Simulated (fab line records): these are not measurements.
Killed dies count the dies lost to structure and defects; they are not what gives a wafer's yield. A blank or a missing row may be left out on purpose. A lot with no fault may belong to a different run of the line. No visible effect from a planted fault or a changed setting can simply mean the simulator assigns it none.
Matching of chambers	flow n5Finfet	rieDiel-02 running N5_MOL_CONTACT_COAG_ETCH_90: 4 sister chambers
The step etches SiARC in CF4, target depth 13 nm, time 21.7 s. 14 wafers are shown with their chamber, then 7 later ones without.

== WAFERS WITH THEIR CHAMBER ==
wafer	chamber	drypumpMotorCurrentA (A)	throttleValvePct (%)	showerheadPlenumPTorr (Torr)
L074.2	1	5.5	15.90	2.23
L074.3	0	5.3	15.70	2.20
L074.4	3	5.8	15.37	2.25
L077.2	3	5.7	15.39	2.25
L077.5	0	5.3	15.71	2.20
L077.6	1	5.5	15.91	2.22
L078.1	3	5.8	15.38	2.25
L078.3	1	5.5	15.93	2.22
L078.6	2	5.0	15.75	2.15
L080.1	0	5.3	15.73	2.19
L080.4	3	5.8	15.40	2.25
L080.5	0	5.3	15.74	2.19
L083.4	0	5.3	15.75	2.19
L083.5	0	5.3	15.76	2.19

SIGNATURES (means of the wafers above)
reading	chamber 0	chamber 1	chamber 2	chamber 3	scatter within a chamber
drypumpMotorCurrentA	5.300	5.500	5.000	5.775	0.0274
throttleValvePct	15.7317	15.9133	15.7500	15.3850	0.0191
showerheadPlenumPTorr	2.1933	2.2233	2.1500	2.2500	0.00447
Rule: for each reading, subtract the chamber's mean from the wafer's reading, divide by that reading's scatter and square the result; add these up over the readings and take the root, which gives the wafer's distance from the chamber. If the next closest chamber is less than 2 further off than the closest, the wafer can't be placed; otherwise it belongs to the closest. The scatter: the root of (the sum of the squares of (reading less its chamber's mean) over the shown wafers, divided by (wafers less chambers)).

== WAFERS MISSING THEIR CHAMBER ==
wafer	drypumpMotorCurrentA (A)	throttleValvePct (%)	showerheadPlenumPTorr (Torr)
L083.6	5.6	15.95	2.22
L084.3	5.7	15.41	2.25
L084.4	5.0	15.79	2.14
L084.5	5.0	15.78	2.14
L091.1	5.7	15.45	2.24
L091.3	5.0	15.82	2.14
L091.4	5.3	15.78	2.19

== WHICH CHAMBER EACH ONE RAN IN ==
wafer	from the rows above	in truth
L083.6	1	1
L084.3	3	3
L084.4	2	2
L084.5	2	2
L091.1	3	3
L091.3	2	2
L091.4	0	0
Correct placement for 7 of the 7. Can't be placed from these rows: 0. Wrongly placed: 0.
